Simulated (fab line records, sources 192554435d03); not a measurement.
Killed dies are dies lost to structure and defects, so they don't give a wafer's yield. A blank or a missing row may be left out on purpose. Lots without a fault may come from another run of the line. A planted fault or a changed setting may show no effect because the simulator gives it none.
Chamber matching | flow n5_finfet | N5_FIN_SAQP_ETCH_52 on rie_diel-01: 4 sister chambers
The step etches SOC in N2/H2, target depth 100 nm, overetch 20 nm, time 150 s. 4 wafers are shown with their chamber, then 10 later ones without.

WAFERS WITH THEIR CHAMBER
wafer  | chamber | drypump_motor_current_A (A)
L082.5 | 3       | 6.1
L088.1 | 2       | 5.8
L088.3 | 1       | 6.3
L092.4 | 0       | 4.9

WAFERS WITHOUT THEIR CHAMBER
wafer  | drypump_motor_current_A (A)
L092.6 | 6.3
L095.4 | 5.8
L095.5 | 6.1
L095.6 | 4.9
L096.1 | 5.8
L096.3 | 6.3
L096.5 | 6.3
L097.2 | 4.9
L097.3 | 6.1
L097.6 | 4.8

WHICH CHAMBER EACH WENT THROUGH
wafer  | from the rows above | in truth
L092.6 | 1                   | 1
L095.4 | 2                   | 2
L095.5 | 3                   | 3
L095.6 | 0                   | 0
L096.1 | 2                   | 2
L096.3 | 1                   | 1
L096.5 | 1                   | 1
L097.2 | 0                   | 0
L097.3 | 3                   | 3
L097.6 | 0                   | 0
Placed correctly: 10 of 10. Can't be placed from these rows: 0. Placed wrongly: 0.
How it was worked out, from the rows above alone: a wafer's distance from a chamber is the root of the sum, over the readings, of the square of ((its reading less the chamber's mean) divided by the reading's scatter). The wafer belongs to the nearest chamber; if the next one is less than 2 further off, it can't be placed. A chamber's mean is the mean of its shown wafers. The scatter: with one shown wafer a chamber, the root of the mean of the squares of how far each hidden wafer lies from its nearest shown one.
